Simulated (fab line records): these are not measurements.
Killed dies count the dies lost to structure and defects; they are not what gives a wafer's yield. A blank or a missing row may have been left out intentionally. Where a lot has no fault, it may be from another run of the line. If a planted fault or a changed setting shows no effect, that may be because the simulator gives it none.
Chamber matching || flow nand-harc || NHARC_P_CONTACT_ALD_22 on ald-metal-03 has 4 sister chambers
The step deposits TiN, target thk 3 nm, pulse time 1 s, ald cycles 150. 18 wafers are shown with their chamber, then 9 later ones without.

## WAFERS, EACH WITH ITS CHAMBER
{"wafer": "L074.4", "chamber": 1, "heater-power-w (W)": 1188, "precursor-pulse-height-rel": 0.999}
{"wafer": "L074.5", "chamber": 2, "heater-power-w (W)": 1140, "precursor-pulse-height-rel": 1.019}
{"wafer": "L074.6", "chamber": 3, "heater-power-w (W)": 945, "precursor-pulse-height-rel": 1.002}
{"wafer": "L076.1", "chamber": 3, "heater-power-w (W)": 954, "precursor-pulse-height-rel": 0.986}
{"wafer": "L076.2", "chamber": 2, "heater-power-w (W)": 1155, "precursor-pulse-height-rel": 0.995}
{"wafer": "L076.6", "chamber": 0, "heater-power-w (W)": 1006, "precursor-pulse-height-rel": 0.981}
{"wafer": "L077.1", "chamber": 0, "heater-power-w (W)": 1014, "precursor-pulse-height-rel": 1.002}
{"wafer": "L077.2", "chamber": 2, "heater-power-w (W)": 1109, "precursor-pulse-height-rel": 0.993}
{"wafer": "L077.5", "chamber": 0, "heater-power-w (W)": 987, "precursor-pulse-height-rel": 1.014}
{"wafer": "L079.1", "chamber": 1, "heater-power-w (W)": 1210, "precursor-pulse-height-rel": 1.023}
{"wafer": "L079.3", "chamber": 0, "heater-power-w (W)": 1008, "precursor-pulse-height-rel": 0.996}
{"wafer": "L079.6", "chamber": 1, "heater-power-w (W)": 1196, "precursor-pulse-height-rel": 0.997}
{"wafer": "L088.2", "chamber": 3, "heater-power-w (W)": 960, "precursor-pulse-height-rel": 0.981}
{"wafer": "L088.4", "chamber": 2, "heater-power-w (W)": 1080, "precursor-pulse-height-rel": 0.970}
{"wafer": "L088.5", "chamber": 0, "heater-power-w (W)": 997, "precursor-pulse-height-rel": 0.995}
{"wafer": "L087.1", "chamber": 2, "heater-power-w (W)": 1073, "precursor-pulse-height-rel": 0.977}
{"wafer": "L087.4", "chamber": 0, "heater-power-w (W)": 967, "precursor-pulse-height-rel": 0.990}
{"wafer": "L087.5", "chamber": 3, "heater-power-w (W)": 950, "precursor-pulse-height-rel": 0.975}

SIGNATURES (means of the wafers above)
{"reading": "heater-power-w", "chamber 0": 996.50, "chamber 1": 1198.00, "chamber 2": 1111.40, "chamber 3": 952.25, "scatter within a chamber": 22.4}
{"reading": "precursor-pulse-height-rel", "chamber 0": 0.99633, "chamber 1": 1.00633, "chamber 2": 0.99080, "chamber 3": 0.98600, "scatter within a chamber": 0.0143}
Rule: for each reading, subtract the chamber's mean from the wafer's reading, divide by that reading's scatter and square the result; add these up over the readings and take the root, which gives the wafer's distance from the chamber. The wafer belongs to the nearest chamber; if the next one is less than 2 further off, it can't be placed. The scatter: the root of (the sum of the squares of (reading less its chamber's mean) over the shown wafers, divided by (wafers less chambers)).

## WAFERS MISSING THEIR CHAMBER
{"wafer": "L089.1", "heater-power-w (W)": 996, "precursor-pulse-height-rel": 0.980}
{"wafer": "L089.4", "heater-power-w (W)": 1103, "precursor-pulse-height-rel": 1.019}
{"wafer": "L089.5", "heater-power-w (W)": 1160, "precursor-pulse-height-rel": 1.019}
{"wafer": "L091.4", "heater-power-w (W)": 947, "precursor-pulse-height-rel": 0.993}
{"wafer": "L091.5", "heater-power-w (W)": 1159, "precursor-pulse-height-rel": 1.016}
{"wafer": "L091.6", "heater-power-w (W)": 1084, "precursor-pulse-height-rel": 0.975}
{"wafer": "L095.1", "heater-power-w (W)": 952, "precursor-pulse-height-rel": 1.014}
{"wafer": "L095.2", "heater-power-w (W)": 1170, "precursor-pulse-height-rel": 0.984}
{"wafer": "L095.3", "heater-power-w (W)": 1064, "precursor-pulse-height-rel": 1.004}

## WHICH CHAMBER EACH WENT THROUGH
{"wafer": "L089.1", "from the rows above": "can't be placed: 0 or 3", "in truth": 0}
{"wafer": "L089.4", "from the rows above": 2, "in truth": 2}
{"wafer": "L089.5", "from the rows above": "can't be placed: 1 or 2", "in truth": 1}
{"wafer": "L091.4", "from the rows above": "can't be placed: 3 or 0", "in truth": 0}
{"wafer": "L091.5", "from the rows above": "can't be placed: 1 or 2", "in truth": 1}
{"wafer": "L091.6", "from the rows above": 2, "in truth": 2}
{"wafer": "L095.1", "from the rows above": "can't be placed: 3 or 0", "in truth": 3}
{"wafer": "L095.2", "from the rows above": "can't be placed: 1 or 2", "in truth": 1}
{"wafer": "L095.3", "from the rows above": "can't be placed: 2 or 0", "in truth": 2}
Correctly placed: 2 of 9. Not placeable from these rows: 7 (in 7, the candidates include the true chamber). Number placed wrongly: 0.
